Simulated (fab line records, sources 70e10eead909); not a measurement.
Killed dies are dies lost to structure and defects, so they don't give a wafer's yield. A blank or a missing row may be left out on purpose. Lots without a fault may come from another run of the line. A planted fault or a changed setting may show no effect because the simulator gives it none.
fab line records | flow nand_harc
record lots=24 wafers=72 last_day=24
route steps=1159 shown P_CONTACT@232 P_M2@332 P_BONDPAD@369 A_CHANNEL_HOLE_D1@488 A_STAIRCASE@563
lots that met no fault: from a run of the same line without faults
start_h: hours from the record's first day to the start of the lot's first wafer shown | wait_h: hours since the lot's step before | " the same as in the row above | L1.1+2: a row that stands for several wafers | - no value, or no start given | * or withheld: withheld | < > ~ a bound
route shown NAME@n: a module of which the file shows steps, and the number in the route of the first | usual: mean/standard deviation of fault-free wafers | same: alike in all rows | chamber/n: place in a boat | sites: the reading at each site | _std_site: their standard deviation | _edge_site: outer sites' mean less inner sites' | radius_mm: how far each site lies from the wafer's centre | mask NAME#n: copy n | behind: the tool/chamber that last shaped the wafer | hold: why the lot was held/for how many hours/how that ended | device: the transistor (n, p or np) that didn't switch | end of line: the same wafers' tests at the end of the route | a step without rows: its recipe alone | killed: dies lost to structure and defects at the first sort, not the wafer's yield | map: a wafer's dies, x killed, . not, _ none there
set.NAME: the setting as run; set.NAME@STEP: as run at that earlier step | model.NAME: the simulator's own value behind a step, which no gauge read
steps of the route over a sample of lots; a table a step, a row a wafer
services: from which hour (start_h, from the record's first day; less than 0 if before it) a tool's chamber was out of use, for how many hours, and why
## steps
# step NHARC_P_CONTACT_CD_MEAS_12
# recipe target_cd_nm=90 landing_energy_ev=500
# usual cd_nm=90.1/0.75
# columns lot.wafer tool chamber start_h wait_h cd_nm
L074.1 cd_sem-02 0 109.77 - 89.3
L074.4 " 0 " " 89.7
L074.5 " 0 " " 89.3
L075.2 cd_sem-03 0 115.37 - 89.2
L075.3 " 0 " " 89.3
L075.4 " 0 " " 90.1
L076.1 cd_sem-02 0 116.39 - 90.2
L076.2 " 0 " " 90.8
L076.6 " 0 " " 90.5
L077.1 cd_sem-02 0 127.44 - 90.4
L077.4 " 0 " " 90.3
L077.5 " 0 " " 90.5
L078.3 cd_sem-02 0 137.91 - 90.1
L078.5 " 0 " " 91.2
L078.6 " 0 " " 90.0
L079.1 cd_sem-01 0 138.40 - 89.9
L079.2 " 0 " " 88.9
L079.5 " 0 " " 89.4
L080.2 cd_sem-01 0 148.90 - 90.9
L080.3 " 0 " " 90.9
L080.4 " 0 " " 90.7
L081.2 cd_sem-03 0 155.62 - 89.3
L081.4 " 0 " " 89.9
L081.5 " 0 " " 89.2
L082.2 cd_sem-02 0 156.55 - 89.5
L082.5 " 0 " " 89.0
L082.6 " 0 " " 89.1
L083.2 cd_sem-03 0 169.99 - 89.7
L083.3 " 0 " " 89.7
L083.4 " 0 " " 90.1
L084.1 cd_sem-03 0 170.50 - 89.0
L084.2 " 0 " " 90.0
L084.4 " 0 " " 89.8
L085.1 cd_sem-03 0 184.35 - 90.2
L085.2 " 0 " " 89.4
L085.3 " 0 " " 88.8
L087.1 cd_sem-02 0 185.15 - 90.0
L087.4 " 0 " " 91.0
L087.6 " 0 " " 90.5
L086.1 cd_sem-03 0 185.81 - 90.9
L086.3 " 0 " " 90.9
L086.6 " 0 " " 91.2
L088.1 cd_sem-01 0 193.05 - 90.0
L088.2 " 0 " " 90.3
L088.4 " 0 " " 91.2
L089.2 cd_sem-03 0 202.56 - 90.2
L089.3 " 0 " " 90.8
L089.5 " 0 " " 90.0
L090.1 cd_sem-02 0 210.02 - 91.0
L090.3 " 0 " " 89.6
L090.4 " 0 " " 88.9
L091.2 cd_sem-03 0 210.27 - 91.6
L091.4 " 0 " " 90.6
L091.5 " 0 " " 90.9
L092.3 cd_sem-02 0 220.54 - 89.8
L092.5 " 0 " " 89.8
L092.6 " 0 " " 89.8
L093.2 cd_sem-02 0 224.33 - 91.0
L093.3 " 0 " " 90.0
L093.4 " 0 " " 90.6
L094.1 cd_sem-02 0 224.72 - 90.6
L094.3 " 0 " " 90.1
L094.5 " 0 " " 90.3
L096.3 cd_sem-01 0 236.38 - 90.7
L096.4 " 0 " " 91.0
L096.6 " 0 " " 91.3
L095.2 cd_sem-01 0 237.17 - 90.4
L095.3 " 0 " " 89.9
L095.5 " 0 " " 89.2
L097.2 cd_sem-01 0 242.70 - 89.6
L097.4 " 0 " " 90.3
L097.5 " 0 " " 89.9
# step NHARC_P_M2_ETCH_35
# recipe target_depth_a=400 overetch_a=120 time_s=43.94 ion_energy_ev=200 n2_flow_sccm=150 h2_flow_sccm=150 ar_flow_sccm=0 rf_w=400 bias_w=150 chemistry=N2/H2
# usual drypump_motor_current_A=5.6/0.53 oes_product_au=1.002/0.013 rf_vpp_V=430.4/2.6 showerhead_plenum_p_Torr=2.04/0.087 throttle_valve_pct=14.173/0.0094
# columns lot.wafer tool chamber start_h wait_h drypump_motor_current_A oes_product_au rf_hours_counter_h rf_vpp_V showerhead_plenum_p_Torr throttle_valve_pct
L074.4 rie_diel-06 0 124.11 0.1 5.0 1.004 2 433.1 2.15 14.179
L074.1 " 1 " " 6.1 1.006 2 426.6 1.90 14.162
L074.5 " 2 " " 4.9 0.972 - 430.9 2.06 14.178
L075.2 rie_diel-06 3 132.59 0.1 6.2 1.002 2 431.3 2.05 14.172
L075.4 " 0 " " 5.0 1.004 2 432.3 2.15 14.190
L075.3 " 2 " " 5.0 0.985 2 430.8 2.06 14.186
L076.1 rie_diel-06 0 133.88 0.1 5.0 1.011 2 435.4 2.15 14.175
L076.2 " 1 " " 6.1 1.014 2 426.7 1.90 14.170
L076.6 " 2 " " 5.0 0.980 - 430.9 2.06 14.168
L077.1 rie_diel-06 2 140.75 0.1 5.0 0.973 2 431.7 2.06 14.176
L077.4 " 3 " " 6.2 0.996 2 431.4 2.05 14.167
L077.5 " 2 " " 4.9 0.970 - 430.7 2.06 14.165
L078.3 rie_diel-06 3 150.78 0.1 6.3 1.007 3 429.7 2.05 14.154
L078.6 " 0 " " 5.0 1.008 - 434.1 2.15 14.165
L078.5 " 1 " " 6.1 1.017 - 425.5 1.90 14.177
L079.2 rie_diel-08 3 158.80 0.1 6.0 1.002 5 429.1 2.00 14.200
L079.1 " 0 " " 5.6 1.002 4 429.8 2.01 14.180
L079.5 " 0 " " 5.6 1.001 - 428.9 2.01 14.179
L080.4 rie_diel-06 3 161.69 0.1 6.3 1.002 3 430.2 2.05 14.172
L080.2 " 0 " " 5.0 1.014 3 435.6 2.15 14.169
L080.3 " 1 " " 6.1 1.024 3 426.0 1.90 14.170
L082.2 rie_diel-11 1 171.27 0.1 5.8 0.984 56 429.1 2.00 14.180
L082.6 " 1 " " 5.8 0.985 - 429.4 2.00 14.181
L082.5 " 2 " " 5.6 1.003 - 428.8 1.98 14.174
L081.2 rie_diel-06 3 171.37 0.1 6.3 1.010 3 430.7 2.05 14.174
L081.4 " 1 " " 6.1 1.015 3 426.7 1.90 14.179
L081.5 " 0 " " 5.0 1.006 - 432.8 2.15 14.176
L083.3 rie_diel-06 3 183.12 0.1 6.3 1.003 4 430.4 2.05 14.164
L083.4 " 0 " " 5.0 1.001 4 433.3 2.15 14.183
L083.2 " 2 " " 5.0 0.981 4 430.8 2.06 14.184
L084.2 rie_diel-08 0 183.58 0.1 5.6 1.002 8 429.7 2.01 14.184
L084.4 " 1 " " 5.9 0.995 9 434.0 2.14 14.183
L084.1 " 2 " " 5.4 0.994 9 427.1 1.92 14.180
L085.1 rie_diel-06 3 196.85 0.1 6.3 1.012 4 429.2 2.05 14.165
L085.3 " 0 " " 5.0 1.010 4 434.3 2.15 14.156
L085.2 " 1 " " 6.1 1.013 4 426.4 1.90 14.176
L087.1 rie_diel-06 3 198.10 0.1 6.3 0.996 4 429.9 2.05 14.172
L087.4 " 1 " " 6.1 1.019 4 426.0 1.90 14.172
L087.6 " 3 " " 6.3 1.004 - 430.9 2.05 14.184
L086.1 rie_diel-08 2 198.70 0.1 5.3 0.999 13 426.4 1.91 14.195
L086.3 " 0 " " 5.6 0.998 12 429.4 2.01 14.176
L086.6 " 3 " " 6.0 1.012 - 428.1 1.99 14.176
L088.2 rie_diel-06 1 207.41 0.1 6.1 1.025 5 429.7 1.90 14.185
L088.1 " 2 " " 4.9 0.988 5 431.9 2.06 14.179
L088.4 " 3 " " 6.3 1.001 5 431.3 2.04 14.166
L089.2 rie_diel-06 0 221.50 0.1 5.0 1.020 5 434.9 2.15 14.168
L089.3 " 2 " " 5.0 0.979 5 429.2 2.06 14.167
L089.5 " 1 " " 6.1 1.026 - 426.8 1.90 14.177
L090.4 rie_diel-06 1 223.93 0.1 6.1 1.015 5 426.7 1.90 14.165
L090.3 " 2 " " 4.9 0.980 5 431.0 2.06 14.178
L090.1 " 3 " " 6.3 0.989 5 431.4 2.04 14.172
L091.4 rie_diel-06 1 224.67 0.1 6.1 1.018 5 427.0 1.90 14.153
L091.2 " 2 " " 4.9 0.989 5 429.4 2.06 14.152
L091.5 " 1 " " 6.1 1.013 - 426.3 1.90 14.183
L092.3 rie_diel-08 2 234.12 0.1 5.4 0.988 20 426.6 1.91 14.164
L092.5 " 3 " " 6.0 1.000 - 430.0 1.99 14.152
L092.6 " 0 " " 5.6 0.990 - 429.9 2.01 14.154
L093.4 rie_diel-08 0 241.94 0.1 5.6 0.994 18 429.3 2.01 14.172
L093.3 " 1 " " 5.9 1.005 21 433.6 2.13 14.161
L093.2 " 2 " " 5.4 0.992 21 425.4 1.91 14.159
L094.3 rie_diel-08 1 242.50 0.3 5.9 0.999 22 433.9 2.13 14.159
L094.1 " 2 " " 5.4 0.995 22 427.4 1.91 14.167
L094.5 " 2 " " 5.4 0.997 - 426.4 1.91 14.185
L096.3 rie_diel-06 0 251.90 0.1 5.0 1.009 0 433.5 2.15 14.158
L096.4 " 1 " " 6.1 0.988 0 426.8 1.90 14.156
L096.6 " 2 " " 5.0 1.011 - 429.2 2.06 14.174
L095.3 rie_diel-06 0 252.30 0.1 5.0 1.003 0 431.1 2.15 14.171
L095.2 " 1 " " 6.1 0.990 0 426.4 1.90 14.160
L095.5 " 3 " " 6.2 1.016 - 431.5 2.04 14.171
L097.2 rie_diel-06 3 255.51 0.1 6.2 1.019 0 429.8 2.04 14.162
L097.4 " 1 " " 6.1 1.000 0 426.2 1.90 14.166
L097.5 " 3 " " 6.3 1.018 - 430.0 2.04 14.179
# step NHARC_P_BONDPAD_ETCH_12
# recipe target_depth_a=2000 time_s=100 chf3_flow_sccm=50 o2_flow_sccm=10 ar_flow_sccm=200 rf_w=500 bias_w=200 chemistry=CHF3/O2
# usual drypump_motor_current_A=5.3/0.45 oes_product_au=0.940/0.026 rf_vpp_V=371.9/2 showerhead_plenum_p_Torr=2.46/0.089 throttle_valve_pct=20.573/0.0093
# columns lot.wafer tool chamber start_h wait_h drypump_motor_current_A oes_product_au rf_hours_counter_h rf_vpp_V showerhead_plenum_p_Torr throttle_valve_pct
L074.4 rie_diel-03 3 - - 4.9 0.906 8 374.5 2.58 20.558
L074.1 " 1 " " 5.5 0.910 9 370.8 2.38 20.578
L074.5 " 0 " " 5.6 0.924 - 370.9 2.38 20.559
L075.2 rie_diel-03 0 - - 5.6 0.929 9 369.0 2.38 20.558
L075.4 " 2 " " 4.9 0.927 10 371.5 2.51 20.571
L075.3 " 3 " " 4.8 0.904 9 373.7 2.58 20.578
L076.1 rie_diel-13 1 - - 5.5 0.996 12 372.7 2.46 20.562
L076.2 " 3 " " 5.4 0.924 14 368.3 2.36 20.578
L076.6 " 1 " " 5.5 0.987 - 371.7 2.46 20.570
L077.1 rie_diel-13 2 - - 5.2 0.972 14 373.1 2.45 20.577
L077.4 " 1 " " 5.5 0.944 - 371.4 2.46 20.567
L077.5 " 0 " " 6.7 0.966 - 374.6 2.59 20.570
L078.3 rie_diel-03 1 - - 5.5 0.919 10 371.6 2.38 20.569
L078.5 " 2 " " 4.9 0.926 - 374.4 2.51 20.583
L078.6 " 3 " " 4.9 0.903 - 374.2 2.58 20.578
L079.2 rie_diel-03 2 - - 4.9 0.925 11 372.5 2.51 20.568
L079.1 " 3 " " 4.8 0.903 11 374.6 2.58 20.567
L079.5 " 2 " " 4.9 0.923 - 373.8 2.51 20.577
L080.2 rie_diel-01 1 - - 5.9 0.965 5 367.7 2.28 20.573
L080.4 " 2 " " 5.8 0.988 6 373.6 2.54 20.566
L080.3 " 0 " " 5.4 0.950 5 372.3 2.46 20.596
L081.2 rie_diel-03 3 - - 4.8 0.943 12 374.7 2.58 20.589
L081.5 " 2 " " 4.9 0.951 - 372.9 2.51 20.548
L081.4 " 3 " " 4.8 0.932 - 374.2 2.58 20.576
L082.2 rie_diel-03 3 - - 4.8 0.918 12 373.8 2.58 20.574
L082.5 " 2 " " 4.9 0.931 - 372.5 2.51 20.570
L082.6 " 3 " " 4.8 0.910 - 373.8 2.58 20.568
L083.2 rie_diel-03 1 - - 5.5 0.975 14 369.5 2.38 20.572
L083.4 " 2 " " 4.9 0.948 14 372.9 2.51 20.584
L083.3 " 3 " " 4.9 0.939 13 376.8 2.58 20.587
L084.4 rie_diel-03 3 - - 4.9 0.957 13 374.8 2.58 20.559
L084.2 " 0 " " 5.6 0.990 13 369.2 2.38 20.575
L084.1 " 1 " " 5.5 0.955 14 369.7 2.38 20.582
L085.3 rie_diel-03 0 - - 5.6 0.921 15 370.6 2.38 20.565
L085.2 " 1 " " 5.5 0.909 15 369.4 2.38 20.565
L085.1 " 2 " " 4.9 0.919 16 372.4 2.50 20.569
L087.1 rie_diel-03 1 - - 5.5 0.916 16 369.2 2.38 20.568
L087.4 " 2 " " 4.9 0.908 16 373.5 2.50 20.585
L087.6 " 1 " " 5.5 0.919 - 369.1 2.38 20.574
L086.1 rie_diel-01 3 - - 6.1 0.923 22 372.5 2.45 20.582
L086.3 " 2 " " 5.8 0.938 21 372.5 2.54 20.561
L086.6 " 0 " " 5.4 0.916 - 371.7 2.45 20.583
L088.1 rie_diel-03 2 - - 4.9 0.948 17 373.5 2.50 20.564
L088.2 " 3 " " 4.9 0.935 15 375.1 2.57 20.564
L088.4 " 0 " " 5.6 0.974 - 369.2 2.38 20.571
L089.2 rie_diel-13 1 - - 5.5 0.925 40 372.7 2.45 20.573
L089.3 " 2 " " 5.2 0.933 45 372.2 2.44 20.579
L089.5 " 1 " " 5.5 0.925 - 370.8 2.45 20.557
L090.4 rie_diel-03 2 - - 4.9 0.954 0 372.5 2.50 20.564
L090.3 " 3 " " 4.9 0.960 1 374.4 2.57 20.563
L090.1 " 0 " " 5.6 1.004 1 371.7 2.38 20.568
L091.4 rie_diel-03 0 - - 5.6 0.980 1 370.9 2.38 20.568
L091.2 " 1 " " 5.5 0.970 0 370.4 2.38 20.573
L091.5 " 0 " " 5.6 0.991 - 369.5 2.38 20.573
L092.3 rie_diel-03 0 - - 5.6 1.001 1 369.6 2.38 20.574
L092.5 " 3 " " 4.8 0.958 - 373.5 2.57 20.580
L092.6 " 0 " " 5.6 0.999 - 369.5 2.38 20.578
L093.2 rie_diel-03 0 - - 5.6 0.994 3 369.9 2.38 20.566
L093.3 " 2 " " 4.9 0.930 2 372.9 2.50 20.577
L093.4 " 3 " " 4.9 0.966 3 374.2 2.57 20.581
L094.3 rie_diel-01 2 - - 5.8 0.937 37 372.7 2.53 20.576
L094.1 " 0 " " 5.4 0.911 34 372.2 2.45 20.570
L094.5 " 1 " " 5.9 0.921 - 368.3 2.27 20.573
L096.4 rie_diel-03 3 - - 4.9 0.927 3 373.9 2.57 20.569
L096.3 " 1 " " 5.5 0.923 2 369.6 2.37 20.556
L096.6 " 3 " " 4.9 0.929 - 374.2 2.57 20.568
L095.2 rie_diel-01 0 - - 5.3 0.928 37 371.4 2.45 20.589
L095.3 " 2 " " 5.8 0.930 40 372.7 2.53 20.581
L095.5 " 0 " " 5.4 0.915 - 369.6 2.45 20.577
L097.2 rie_diel-03 3 - - 4.9 0.913 3 375.1 2.57 20.547
L097.4 " 2 " " 4.9 0.903 3 372.4 2.50 20.583
L097.5 " 3 " " 4.9 0.920 - 374.3 2.57 20.560
# step NHARC_P_BONDPAD_ANNEAL_28
# recipe temp_c=225 time_s=90
# usual wafer_temp_C_max=225.76/0.22
# columns lot.wafer tool chamber start_h wait_h wafer_temp_C_max
L074.1 rtp_anneal-01 0 130.47 0.3 225.61
L074.4 " 0 " " 225.54
L074.5 " 0 " " 225.52
L075.2 rtp_anneal-01 0 138.81 - 225.39
L075.3 " 0 " " 225.66
L075.4 " 0 " " 225.67
L076.1 rtp_anneal-01 0 142.78 0.3 225.80
L076.2 " 0 " " 225.83
L076.6 " 0 " " 225.86
L077.1 rtp_anneal-01 0 147.08 - 225.53
L077.4 " 0 " " 225.79
L077.5 " 0 " " 225.65
L078.3 rtp_anneal-01 0 157.08 - 225.96
L078.5 " 0 " " 225.73
L078.6 " 0 " " 225.83
L079.1 rtp_anneal-02 0 164.97 0.3 226.43
L079.2 " 0 " " 225.99
L079.5 " 0 " " 225.75
L080.2 rtp_anneal-01 0 168.01 - 225.67
L080.3 " 0 " " 225.71
L080.4 " 0 " " 225.86
L081.2 rtp_anneal-01 0 177.71 - 225.65
L081.4 " 0 " " 225.84
L081.5 " 0 " " 225.59
L082.2 rtp_anneal-01 0 178.29 - 225.71
L082.5 " 0 " " 225.96
L082.6 " 0 " " 225.72
L083.2 rtp_anneal-01 0 189.22 - 225.76
L083.3 " 0 " " 225.75
L083.4 " 0 " " 225.71
L084.1 rtp_anneal-02 0 190.16 0.3 225.66
L084.2 " 0 " " 225.87
L084.4 " 0 " " 225.58
L085.1 rtp_anneal-01 0 203.10 - 226.02
L085.2 " 0 " " 225.86
L085.3 " 0 " " 226.11
L087.1 rtp_anneal-01 0 204.29 0.3 225.75
L087.4 " 0 " " 225.73
L087.6 " 0 " " 225.60
L086.1 rtp_anneal-02 0 205.54 - 225.67
L086.3 " 0 " " 225.84
L086.6 " 0 " " 225.74
L088.1 rtp_anneal-01 0 213.54 0.3 225.89
L088.2 " 0 " " 225.53
L088.4 " 0 " " 225.51
L089.2 rtp_anneal-01 0 227.89 - 225.57
L089.3 " 0 " " 225.74
L089.5 " 0 " " 225.66
L090.1 rtp_anneal-02 0 230.14 - 226.18
L090.3 " 0 " " 226.11
L090.4 " 0 " " 226.00
L091.2 rtp_anneal-01 0 231.02 - 225.57
L091.4 " 0 " " 225.54
L091.5 " 0 " " 225.98
L092.3 rtp_anneal-02 0 240.51 - 226.22
L092.5 " 0 " " 226.02
L092.6 " 0 " " 225.82
L093.2 rtp_anneal-02 0 249.86 - 225.80
L093.3 " 0 " " 226.18
L093.4 " 0 " " 226.34
L094.1 rtp_anneal-01 0 250.27 0.3 225.83
L094.3 " 0 " " 225.66
L094.5 " 0 " " 225.69
L096.3 rtp_anneal-01 0 258.39 - 225.90
L096.4 " 0 " " 225.88
L096.6 " 0 " " 225.71
L095.2 rtp_anneal-01 0 258.65 0.3 225.80
L095.3 " 0 " " 225.72
L095.5 " 0 " " 225.59
L097.2 rtp_anneal-01 0 261.89 0.3 225.65
L097.4 " 0 " " 225.47
L097.5 " 0 " " 225.71
# step NHARC_A_CHANNEL_HOLE_D1_XSEM_31
# recipe landing_energy_ev=35000
# usual bot_cd_nm=74.8/1.6 bow_nm=8.5/0.31 tilt_deg=0.07/0.042
# columns lot.wafer tool chamber start_h wait_h bot_cd_nm bow_nm tilt_deg
L074.1 xsem-01 0 180.93 0.1 71.8 8.9 0.00
L074.4 " 0 " " 74.8 8.9 0.00
L074.5 " 0 " " 73.1 8.9 0.00
L075.2 xsem-01 0 188.74 0.1 73.8 8.7 0.10
L075.3 " 0 " " 75.0 8.5 0.10
L075.4 " 0 " " 75.0 8.6 0.10
L076.1 xsem-02 0 192.43 0.1 74.6 8.0 0.05
L076.2 " 0 " " 77.5 8.0 0.04
L076.6 " 0 " " 74.8 8.0 0.04
L077.1 xsem-01 0 195.78 0.1 76.6 9.1 0.08
L077.4 " 0 " " 78.1 9.0 0.08
L077.5 " 0 " " 75.5 9.1 0.08
L078.3 xsem-02 0 206.07 0.1 73.6 8.4 0.15
L078.5 " 0 " " 74.8 8.4 0.15
L078.6 " 0 " " 74.3 8.4 0.14
L080.2 xsem-01 0 216.34 0.1 74.1 8.2 0.09
L080.3 " 0 " " 74.8 8.3 0.10
L080.4 " 0 " " 73.4 8.3 0.09
L079.1 xsem-02 0 216.52 0.1 75.9 8.7 0.09
L079.2 " 0 " " 77.1 8.7 0.09
L079.5 " 0 " " 75.6 8.7 0.09
L082.2 xsem-01 0 225.44 0.1 75.5 8.3 0.08
L082.5 " 0 " " 75.1 8.3 0.08
L082.6 " 0 " " 76.1 8.3 0.08
L081.2 xsem-02 0 225.68 0.1 72.4 8.7 0.02
L081.4 " 0 " " 74.2 8.7 0.02
L081.5 " 0 " " 73.2 8.7 0.02
L084.1 xsem-01 0 236.04 0.1 75.6 8.6 0.09
L084.2 " 0 " " 72.4 8.7 0.09
L084.4 " 0 " " 76.0 8.7 0.09
L083.2 xsem-02 0 236.38 0.1 75.0 8.7 0.06
L083.3 " 0 " " 74.4 8.8 0.06
L083.4 " 0 " " 75.7 8.8 0.06
L087.1 xsem-01 0 255.26 0.1 74.3 7.9 0.12
L087.4 " 0 " " 73.0 7.9 0.11
L087.6 " 0 " " 73.6 7.9 0.11
L085.1 xsem-02 0 255.55 0.1 76.0 8.6 0.17
L085.2 " 0 " " 76.0 8.7 0.17
L085.3 " 0 " " 74.3 8.6 0.17
L086.1 xsem-01 0 259.86 0.1 75.4 8.1 0.07
L086.3 " 0 " " 75.8 8.2 0.07
L086.6 " 0 " " 72.6 8.2 0.07
L088.1 xsem-02 0 267.16 0.1 73.7 8.5 0.04
L088.2 " 0 " " 78.2 8.5 0.04
L088.4 " 0 " " 74.8 8.4 0.04
L090.1 xsem-01 0 274.94 0.1 75.4 8.8 0.07
L090.3 " 0 " " 73.0 8.7 0.07
L090.4 " 0 " " 74.1 8.7 0.07
L089.2 xsem-02 0 275.06 0.1 73.0 8.4 0.09
L089.3 " 0 " " 74.0 8.4 0.09
L089.5 " 0 " " 73.0 8.4 0.09
L091.2 xsem-01 0 279.23 0.1 76.3 8.8 0.05
L091.4 " 0 " " 75.2 8.8 0.05
L091.5 " 0 " " 74.4 8.8 0.05
L092.3 xsem-02 0 287.28 0.1 74.0 8.5 0.05
L092.5 " 0 " " 75.9 8.4 0.05
L092.6 " 0 " " 74.0 8.4 0.05
L093.2 xsem-01 0 297.21 0.1 76.2 8.8 0.09
L093.3 " 0 " " 75.6 8.8 0.09
L093.4 " 0 " " 74.7 8.8 0.09
L094.1 xsem-02 0 297.70 0.1 77.1 8.2 0.05
L094.3 " 0 " " 76.6 8.1 0.05
L094.5 " 0 " " 75.5 8.1 0.05
L096.3 xsem-01 0 310.49 0.1 75.5 8.9 0.05
L096.4 " 0 " " 75.0 8.9 0.05
L096.6 " 0 " " 78.0 8.9 0.05
L097.2 xsem-01 0 314.66 0.1 75.7 8.8 -0.01
L097.4 " 0 " " 71.8 8.8 -0.01
L097.5 " 0 " " 74.9 8.7 -0.01
L095.2 xsem-02 0 318.83 0.1 76.2 8.9 0.12
L095.3 " 0 " " 75.6 8.8 0.13
L095.5 " 0 " " 72.6 8.8 0.12
# step NHARC_A_STAIRCASE_TRIM_26
# recipe time_s=211.2 o2_flow_sccm=500 ar_flow_sccm=0 bias_w=0 chemistry=O2
# usual drypump_motor_current_A=5.7/0.43 oes_product_au=1.005/0.013 rf_vpp_V=57.8/0.89 showerhead_plenum_p_Torr=3.57/0.13 throttle_valve_pct=17.035/0.009
# columns lot.wafer tool chamber start_h wait_h drypump_motor_current_A oes_product_au rf_hours_counter_h rf_vpp_V showerhead_plenum_p_Torr throttle_valve_pct
L074.4 rie_diel-11 1 - - 5.8 0.975 18 58.0 3.46 17.035
L074.1 " 2 " " 5.6 1.015 18 57.0 3.42 17.033
L074.5 " 1 " " 5.8 0.979 - 57.7 3.46 17.042
L075.2 rie_diel-13 0 - - 6.7 1.006 47 57.5 3.78 17.029
L075.3 " 1 " " 5.5 0.988 46 57.0 3.60 17.034
L075.4 " 3 " " 5.5 0.995 46 58.0 3.45 17.035
L076.2 rie_diel-13 0 - - 6.7 1.016 49 58.6 3.78 17.029
L076.1 " 1 " " 5.5 0.996 49 57.0 3.59 17.049
L076.6 " 3 " " 5.5 0.990 - 58.5 3.45 17.042
L077.4 rie_diel-01 2 - - 5.8 1.011 38 57.6 3.71 17.032
L077.1 " 0 " " 5.4 1.002 35 58.5 3.59 17.034
L077.5 " 2 " " 5.8 1.014 - 59.9 3.71 17.028
L078.3 rie_diel-11 0 - - 5.5 1.001 22 59.0 3.71 17.034
L078.6 " 2 " " 5.6 1.008 - 59.0 3.42 17.048
L078.5 " 3 " " 5.8 0.985 - 58.7 3.66 17.028
L079.1 rie_diel-01 0 - - 5.4 1.010 43 56.6 3.59 17.030
L079.2 " 1 " " 5.8 1.001 42 56.7 3.34 17.053
L079.5 " 0 " " 5.4 0.997 - 57.6 3.59 17.038
L080.4 rie_diel-13 3 - - 5.4 0.995 57 57.3 3.45 17.036
L080.2 " 0 " " 6.7 1.015 56 58.3 3.78 17.014
L080.3 " 1 " " 5.5 1.009 58 57.0 3.59 17.036
L082.2 rie_diel-01 1 - - 5.9 0.993 47 55.0 3.33 17.032
L082.5 " 0 " " 5.4 0.987 - 57.2 3.59 17.018
L082.6 " 1 " " 5.9 1.007 - 57.2 3.33 17.039
L081.2 rie_diel-13 0 - - 6.7 1.015 0 58.9 3.77 17.033
L081.4 " 2 " " 5.2 1.024 0 58.7 3.57 17.048
L081.5 " 3 " " 5.5 1.001 - 57.9 3.45 17.026
L083.4 rie_diel-11 2 - - 5.6 0.996 39 57.0 3.41 17.041
L083.2 " 3 " " 5.8 0.977 36 59.1 3.66 17.059
L083.3 " 0 " " 5.5 1.002 35 59.0 3.70 17.046
L084.2 rie_diel-13 1 - - 5.5 1.007 2 56.1 3.59 17.026
L084.4 " 2 " " 5.2 1.027 2 57.4 3.57 17.033
L084.1 " 3 " " 5.5 1.005 2 57.4 3.45 17.036
L085.2 rie_diel-11 0 - - 5.4 1.010 40 57.3 3.70 17.048
L085.1 " 1 " " 5.8 0.991 42 56.6 3.45 17.025
L085.3 " 2 " " 5.6 1.001 45 57.0 3.41 17.038
L087.4 rie_diel-13 2 - - 5.2 1.009 9 58.5 3.57 17.036
L087.1 " 3 " " 5.4 1.008 8 58.5 3.44 17.044
L087.6 " 1 " " 5.5 1.002 - 58.6 3.58 17.047
L086.1 rie_diel-11 2 - - 5.6 0.998 48 57.5 3.40 17.036
L086.3 " 3 " " 5.8 0.983 45 58.1 3.65 17.047
L086.6 " 0 " " 5.5 1.009 - 57.6 3.70 17.034
L088.1 rie_diel-13 1 - - 5.5 1.011 15 58.3 3.58 17.032
L088.2 " 3 " " 5.5 1.001 14 57.3 3.44 17.023
L088.4 " 0 " " 6.7 1.040 14 56.7 3.77 17.046
L090.3 rie_diel-11 2 - - 5.6 1.006 50 57.6 3.40 17.039
L090.4 " 3 " " 5.8 0.986 49 57.7 3.65 17.028
L090.1 " 0 " " 5.4 1.009 48 57.9 3.70 17.030
L089.3 rie_diel-13 0 - - 6.7 1.023 16 58.5 3.77 17.043
L089.2 " 1 " " 5.4 1.006 17 57.5 3.58 17.036
L089.5 " 3 " " 5.4 0.998 - 56.9 3.44 17.040
L091.4 rie_diel-01 0 - - 5.4 0.981 5 57.8 3.58 17.033
L091.2 " 3 " " 6.1 0.984 4 57.5 3.58 17.040
L091.5 " 1 " " 5.8 1.015 - 56.7 3.33 17.041
L092.3 rie_diel-01 1 - - 5.9 1.012 9 57.6 3.32 17.040
L092.5 " 1 " " 5.9 1.025 - 58.2 3.32 17.042
L092.6 " 2 " " 5.8 0.999 - 59.7 3.69 17.038
L093.4 rie_diel-13 0 - - 6.7 1.025 25 60.3 3.76 17.035
L093.2 " 2 " " 5.2 1.018 27 59.0 3.56 17.043
L093.3 " 3 " " 5.5 1.003 26 56.9 3.43 17.027
L094.3 rie_diel-11 1 - - 5.8 0.984 56 56.7 3.44 17.031
L094.1 " 2 " " 5.6 0.996 59 56.5 3.40 17.027
L094.5 " 0 " " 5.5 1.004 - 57.7 3.69 17.014
L096.3 rie_diel-13 1 - - 5.5 1.005 31 57.9 3.57 17.038
L096.4 " 3 " " 5.5 0.997 30 58.3 3.43 17.035
L096.6 " 1 " " 5.5 1.003 - 58.0 3.57 17.040
L097.2 rie_diel-13 3 - - 5.5 1.010 34 57.7 3.43 17.018
L097.4 " 2 " " 5.2 1.032 35 58.1 3.55 17.035
L097.5 " 3 " " 5.5 1.006 - 59.0 3.43 17.032
L095.3 rie_diel-13 3 - - 5.5 0.996 34 57.6 3.43 17.035
L095.2 " 0 " " 6.6 1.025 34 58.3 3.76 17.035
L095.5 " 2 " " 5.2 1.026 - 58.8 3.55 17.040
## services
# columns tool chamber start_h hours kind
rie_diel-01 - 104.52 1.6 repair
rie_diel-13 1 136.67 2.8 repair
rie_diel-01 - 137.88 9.0 pm
rie_diel-13 3 143.82 13.9 repair
rie_diel-03 0 175.42 5.3 repair
rie_diel-11 0 188.45 2.9 repair
rie_diel-06 1 202.50 2.8 repair
rie_diel-03 1 204.63 11.4 repair
rie_diel-13 0 209.33 2.1 repair
rie_diel-03 - 215.38 9.0 pm
rie_diel-03 - 226.20 0.3 repair
rie_diel-06 3 235.07 2.0 repair
rie_diel-06 - 241.20 9.0 pm
rie_diel-13 - 276.27 9.0 pm
rie_diel-03 3 281.12 3.6 repair
rie_diel-03 2 291.78 4.4 repair
rie_diel-03 - 292.47 2.1 repair
rie_diel-01 2 296.42 3.8 repair
xsem-02 - 302.00 14.0 pm
rie_diel-01 - 314.88 9.0 pm
rie_diel-03 1 328.69 3.5 repair
rie_diel-03 0 358.74 14.8 repair
rie_diel-01 2 362.64 2.9 repair
rie_diel-06 3 368.17 9.8 repair
## key
fault none
